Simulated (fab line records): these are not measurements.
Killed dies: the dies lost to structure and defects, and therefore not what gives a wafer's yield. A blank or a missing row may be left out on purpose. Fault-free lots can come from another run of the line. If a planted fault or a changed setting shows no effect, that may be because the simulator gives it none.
A sampling plan put to the test ; flow nand_harc ; each of the 30 faults these records tell of, on one fab line, judged from the records of the lots it struck
The line's own looks make up the plan; these are the steps of the route where a gauge or inspection reads the wafer and leaves it unchanged. Where struck wafers have a number at a look and the file lists that look's usual mean and standard deviation on fault-free wafers, the look can be judged. Caught: 4 or more of those standard deviations (sigma) separate the usual mean from the mean of the struck wafers at a look after the fault's first step. On the tool: here the same test is run on the tool's own readings at the fault's steps. Another recipe on the struck wafers, or a record that is blank for them alone, also counts as caught.

THE FAULTS, as the simulator had put them in
1. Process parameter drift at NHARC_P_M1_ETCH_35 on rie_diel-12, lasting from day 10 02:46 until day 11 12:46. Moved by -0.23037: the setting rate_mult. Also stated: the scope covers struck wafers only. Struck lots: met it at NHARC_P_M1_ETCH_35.
2. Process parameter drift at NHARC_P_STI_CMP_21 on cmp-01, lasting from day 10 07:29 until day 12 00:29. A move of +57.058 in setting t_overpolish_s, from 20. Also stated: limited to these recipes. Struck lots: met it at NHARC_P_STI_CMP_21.
3. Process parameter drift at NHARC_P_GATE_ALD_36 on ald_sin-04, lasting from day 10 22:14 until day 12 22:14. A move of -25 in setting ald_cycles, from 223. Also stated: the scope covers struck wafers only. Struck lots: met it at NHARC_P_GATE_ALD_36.
4. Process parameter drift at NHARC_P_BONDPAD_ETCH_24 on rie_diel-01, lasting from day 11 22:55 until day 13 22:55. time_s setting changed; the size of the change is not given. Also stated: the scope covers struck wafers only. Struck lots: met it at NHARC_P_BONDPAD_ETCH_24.
5. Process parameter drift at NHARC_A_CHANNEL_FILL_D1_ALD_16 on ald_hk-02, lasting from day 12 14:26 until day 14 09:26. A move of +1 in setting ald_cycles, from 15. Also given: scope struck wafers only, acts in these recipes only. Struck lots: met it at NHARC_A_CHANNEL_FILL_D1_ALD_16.
6. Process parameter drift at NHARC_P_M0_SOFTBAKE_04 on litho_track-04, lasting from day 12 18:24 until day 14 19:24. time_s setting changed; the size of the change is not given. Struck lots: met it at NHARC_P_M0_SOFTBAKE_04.
7. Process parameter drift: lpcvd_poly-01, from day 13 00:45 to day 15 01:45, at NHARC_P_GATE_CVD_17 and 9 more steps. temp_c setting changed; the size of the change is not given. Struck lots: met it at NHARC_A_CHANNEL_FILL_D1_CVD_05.
8. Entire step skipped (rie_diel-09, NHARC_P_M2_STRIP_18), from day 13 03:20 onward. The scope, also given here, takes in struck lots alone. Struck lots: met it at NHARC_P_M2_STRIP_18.
9. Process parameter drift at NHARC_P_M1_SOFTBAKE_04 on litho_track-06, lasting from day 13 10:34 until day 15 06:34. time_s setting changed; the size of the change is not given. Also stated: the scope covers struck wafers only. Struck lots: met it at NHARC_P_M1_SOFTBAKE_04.
10. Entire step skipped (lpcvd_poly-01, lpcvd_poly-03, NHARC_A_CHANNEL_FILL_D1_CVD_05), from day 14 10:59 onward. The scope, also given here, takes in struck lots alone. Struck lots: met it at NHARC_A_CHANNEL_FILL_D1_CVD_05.
11. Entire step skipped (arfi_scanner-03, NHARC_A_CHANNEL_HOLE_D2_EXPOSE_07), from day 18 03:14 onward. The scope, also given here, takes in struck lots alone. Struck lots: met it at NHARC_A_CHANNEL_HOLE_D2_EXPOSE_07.
12. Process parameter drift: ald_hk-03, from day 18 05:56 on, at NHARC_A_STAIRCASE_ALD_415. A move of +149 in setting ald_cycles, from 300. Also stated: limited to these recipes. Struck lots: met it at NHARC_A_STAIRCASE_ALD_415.
13. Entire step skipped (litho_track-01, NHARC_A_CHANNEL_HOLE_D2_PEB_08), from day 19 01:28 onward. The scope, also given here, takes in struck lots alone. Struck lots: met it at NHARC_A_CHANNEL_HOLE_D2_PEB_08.
14. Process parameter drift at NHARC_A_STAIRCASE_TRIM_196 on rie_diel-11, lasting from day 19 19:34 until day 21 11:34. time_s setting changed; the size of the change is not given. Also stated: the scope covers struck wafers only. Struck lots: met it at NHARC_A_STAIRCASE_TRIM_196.
15. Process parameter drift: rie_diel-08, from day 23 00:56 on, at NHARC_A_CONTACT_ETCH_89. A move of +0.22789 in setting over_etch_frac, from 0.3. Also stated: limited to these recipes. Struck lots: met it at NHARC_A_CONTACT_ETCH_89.
16. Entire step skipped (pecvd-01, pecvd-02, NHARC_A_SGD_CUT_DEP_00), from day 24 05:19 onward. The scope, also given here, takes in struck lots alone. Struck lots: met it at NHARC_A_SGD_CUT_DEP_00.
17. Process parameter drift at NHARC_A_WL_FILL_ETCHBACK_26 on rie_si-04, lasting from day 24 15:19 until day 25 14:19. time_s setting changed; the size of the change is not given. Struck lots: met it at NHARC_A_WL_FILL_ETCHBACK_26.
18. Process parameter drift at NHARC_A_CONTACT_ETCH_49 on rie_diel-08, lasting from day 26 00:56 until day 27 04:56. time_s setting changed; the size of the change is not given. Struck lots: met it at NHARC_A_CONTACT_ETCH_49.
19. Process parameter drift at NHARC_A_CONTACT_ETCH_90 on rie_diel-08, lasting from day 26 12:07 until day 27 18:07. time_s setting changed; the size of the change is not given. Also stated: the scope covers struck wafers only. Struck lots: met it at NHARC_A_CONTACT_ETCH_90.
20. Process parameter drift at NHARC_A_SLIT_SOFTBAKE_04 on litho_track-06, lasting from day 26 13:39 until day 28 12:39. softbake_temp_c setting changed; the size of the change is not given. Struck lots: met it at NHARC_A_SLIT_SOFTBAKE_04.
21. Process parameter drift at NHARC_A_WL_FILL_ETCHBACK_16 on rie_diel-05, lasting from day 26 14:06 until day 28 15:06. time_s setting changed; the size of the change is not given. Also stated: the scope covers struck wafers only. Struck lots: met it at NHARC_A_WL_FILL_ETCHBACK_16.
22. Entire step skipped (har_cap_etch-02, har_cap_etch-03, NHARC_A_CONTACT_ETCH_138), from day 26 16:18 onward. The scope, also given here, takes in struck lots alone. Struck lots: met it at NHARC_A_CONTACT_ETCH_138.
23. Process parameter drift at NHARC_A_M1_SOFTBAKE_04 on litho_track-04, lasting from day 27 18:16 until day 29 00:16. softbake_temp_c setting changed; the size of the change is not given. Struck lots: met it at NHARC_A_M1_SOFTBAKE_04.
24. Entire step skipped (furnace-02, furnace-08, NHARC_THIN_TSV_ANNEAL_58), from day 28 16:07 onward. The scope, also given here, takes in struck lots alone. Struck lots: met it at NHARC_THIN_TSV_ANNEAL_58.
25. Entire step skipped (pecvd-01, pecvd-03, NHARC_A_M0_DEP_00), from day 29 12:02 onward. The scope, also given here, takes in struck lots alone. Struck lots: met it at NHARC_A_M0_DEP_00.
26. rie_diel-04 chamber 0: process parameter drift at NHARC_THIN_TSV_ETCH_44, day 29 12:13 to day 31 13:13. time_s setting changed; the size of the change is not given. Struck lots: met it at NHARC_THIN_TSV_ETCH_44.
27. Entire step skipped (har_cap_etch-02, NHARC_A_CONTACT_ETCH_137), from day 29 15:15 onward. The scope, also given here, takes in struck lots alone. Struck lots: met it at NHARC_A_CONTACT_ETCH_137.
28. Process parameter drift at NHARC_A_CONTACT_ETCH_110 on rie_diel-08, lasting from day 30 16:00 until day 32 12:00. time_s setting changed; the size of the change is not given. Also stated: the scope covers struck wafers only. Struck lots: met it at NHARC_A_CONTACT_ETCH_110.
29. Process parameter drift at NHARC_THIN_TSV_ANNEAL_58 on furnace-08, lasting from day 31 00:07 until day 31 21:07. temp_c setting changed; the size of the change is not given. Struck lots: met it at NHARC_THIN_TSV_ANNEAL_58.
30. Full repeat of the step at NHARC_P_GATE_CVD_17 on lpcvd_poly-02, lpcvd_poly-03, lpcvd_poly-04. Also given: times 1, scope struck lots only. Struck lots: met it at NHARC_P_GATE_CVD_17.

WHAT THE PLAN SAW
fault;on the tool itself;first look that catches it;reading, sigma;median hours from its first step to that look;hours from the fault's start to the first struck lot there;judged looks passed uncaught
1;oes_product_au -12 sigma;not the one look that can be judged after it;-;-;-;1
2;overpolish_run_s +99 or beyond sigma;not the one look that can be judged after it;-;-;-;1
3;under 2 sigma;not the one look that can be judged after it;-;-;-;1
4;run_length_s -41 sigma;not the one look that can be judged after it;-;-;-;1
5;under 2 sigma;no look after it can be judged;-;-;-;0
6;heater_power_total_W +99 or beyond sigma;not the one look that can be judged after it;-;-;-;1
7;tube_center_temp_C +99 or beyond sigma;NHARC_END_WLT_00;VT_DECK1_MIDDLE +18;351.9;366;0
8;the tool's record is blank for the struck wafers;no look after it can be judged;-;-;-;0
9;heater_power_total_W +32 sigma;no look after it can be judged;-;-;-;0
10;the tool's record is blank for the struck wafers;no look after it can be judged;-;-;-;0
11;no reading that can be judged;no look after it can be judged;-;-;-;0
12;under 2 sigma;no look after it can be judged;-;-;-;0
13;the tool's record is blank for the struck wafers;no look after it can be judged;-;-;-;0
14;run_length_s -99 or beyond sigma;no look after it can be judged;-;-;-;0
15;under 2 sigma;none of the 2 looks that can be judged after it;-;-;-;2
16;the tool's record is blank for the struck wafers;no look after it can be judged;-;-;-;0
17;run_length_s -10 sigma;not the one look that can be judged after it;-;-;-;1
18;run_length_s -99 or beyond sigma;not the one look that can be judged after it;-;-;-;1
19;run_length_s -80 sigma;no look after it can be judged;-;-;-;0
20;heater_power_total_W -52 sigma;not the one look that can be judged after it;-;-;-;1
21;run_length_s -27 sigma;no look after it can be judged;-;-;-;0
22;the tool's record is blank for the struck wafers;no look after it can be judged;-;-;-;0
23;heater_power_total_W +99 or beyond sigma;no look after it can be judged;-;-;-;0
24;the tool's record is blank for the struck wafers;no look after it can be judged;-;-;-;0
25;the tool's record is blank for the struck wafers;no look after it can be judged;-;-;-;0
26;run_length_s -99 or beyond sigma;no look after it can be judged;-;-;-;0
27;the tool's record is blank for the struck wafers;no look after it can be judged;-;-;-;0
28;run_length_s -8.3 sigma;no look after it can be judged;-;-;-;0
29;spike_tc_upper_C +20 sigma;not the one look that can be judged after it;-;-;-;1
30;under 2 sigma;no look after it can be judged;-;-;-;0
A dash: the fault is not caught, or the number is missing from these records.

Caught at a look: 1 of 30. Caught on the tool: 24 of 30. By one or the other: 24 of 30.
Faults 1, 2, 4, 6, 8, 9, 10, 13, 14, 16, 17, 18, 19, 20, 21, 22, 23, 24, 25, 26, 27, 28, 29 were caught on the tool alone.
Caught by neither: faults 3, 5, 11, 12, 15, 30.

THINNER SAMPLING
If the look that catches a fault measured only every second or every third lot, by lot number, the first struck lot would be measured this late in the worst case:
fault;struck lots at that look, in order of time;every lot;every second lot;every third lot
7;L982;366 h;may miss it;may miss it
Hours: fault start to first struck lot measured. The test against the limit of 4 sigma pooled every struck wafer, which means one lot taken alone may stay below that limit. Other struck lots may not be in these records.

THE LONGEST TIMED WAY FROM STEP TO LOOK
For fault 7, NHARC_A_CHANNEL_FILL_D1_CVD_05 and NHARC_END_WLT_00 are separated by a median of 351.9 hours. No look between them can be judged.
